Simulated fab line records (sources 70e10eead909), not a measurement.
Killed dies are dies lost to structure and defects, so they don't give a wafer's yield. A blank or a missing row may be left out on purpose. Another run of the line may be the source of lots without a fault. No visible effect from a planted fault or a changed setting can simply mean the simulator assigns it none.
A struck lot beside a sound one    flow nand_harc    15 out of 1302 route steps
Sound: the wafers L525.1, L525.2, L525.4. Wafers struck: L533.1, L533.4, L533.6. Last of all comes the cause.
Each step with rows lists, per side, the tool, then ch with its chambers, then its first start. Under that, the readings that differ: sound wafers    struck wafers    difference of the means    sigmas: that difference in standard deviations of wafers without a fault.
alike: readings with means less than 2 such deviations apart, plus words and numbers identical on both sides. not compared: withheld readings, readings lacking a value on some wafer, bounds such as >300 that could conceal the same value, and numbers that have no deviation in the record and whose values overlap.
A row with sigmas, a row that says differs or no value, or rows on one side alone: a step with any of these is where the two part. Numbers that don't overlap but have no deviation are shown without sigmas and don't part them. Lack of a reading on every wafer of one side parts them only where that side has two or more wafers.

first, 8 steps without rows for these wafers: NHARC_A_M0_HMDS_02 (time 30 s); NHARC_A_M0_COAT_33 (time 65 s); NHARC_A_M0_COAT_03 (resist thk 90 nm); NHARC_A_M0_SOFTBAKE_04 (time 55 s); NHARC_A_M0_EBR_05; NHARC_A_M0_EXPOSE_06 (exposes mask A M0, target cd 80 nm); NHARC_A_M0_PEB_07 (peb time 65 s); NHARC_A_M0_DEVELOP_08 (develop time 35 s).
NHARC_A_M0_CD_MEAS_09 targets a cd of 80 nm.
  sound on cd_sem-01 ch 0, day 24 01:55; struck on cd_sem-01 ch 0, day 28 19:16
  alike: cd_nm
NHARC_A_M0_OVL_MEAS_10: pitch 160 nm.
  sound: overlay-02 at day 24 02:00; struck: overlay-01 at day 28 19:22
  alike: overlay_x_nm, overlay_y_nm
NHARC_A_M0_INSPECT_11:
  sound: defect_inspect-02 at day 24 02:02; struck: defect_inspect-01 at day 28 19:24
reading           sound     struck       difference  sigmas
raw_defect_count  22 20 25  108 108 104  +84         +3
NHARC_A_M0_DESCUM_14: chemistry O2, time 3 s.
  sound on rie_diel-09 ch 0,1,3, day 24 02:05; struck on rie_diel-07 ch 0,1,2, day 28 19:28
  alike: drypump_motor_current_A, oes_product_au, rf_vpp_V, showerhead_plenum_p_Torr, throttle_valve_pct
  not compared: rf_hours_counter_h
NHARC_A_M0_ETCH_34: etches the open film in N2/H2, target depth 40 nm, overetch 12 nm, time 43.94 s.
  sound on rie_diel-09 ch 0,2,3, day 24 02:11; struck on rie_diel-07 ch 0,1,3, day 28 19:33
reading           sound           struck          difference  sigmas
run_length_s (s)  66.3 65.6 65.0  55.2 54.0 55.1  -10.9       -18
  alike: drypump_motor_current_A, oes_product_au, rf_vpp_V, showerhead_plenum_p_Torr, throttle_valve_pct
  not compared: rf_hours_counter_h
NHARC_A_M0_ETCH_15: etches the open film in C4F8/Ar, target depth 150 nm, overetch 15 nm, time 82.5 s.
  sound: rie_diel-09 ch 0,1,2; struck: rie_diel-07 ch 1,2,3
  alike: oes_product_au, rf_vpp_V, run_length_s
  not compared: rf_hours_counter_h
NHARC_END_SORT_01:
  the record has rows for the sound wafers here (prober-01 ch 0, day 25 20:10) and none for the struck ones

WHERE THEY PART
First at NHARC_A_M0_INSPECT_11; last, within this record, at NHARC_END_SORT_01.

WHY: what had been put in by the simulator
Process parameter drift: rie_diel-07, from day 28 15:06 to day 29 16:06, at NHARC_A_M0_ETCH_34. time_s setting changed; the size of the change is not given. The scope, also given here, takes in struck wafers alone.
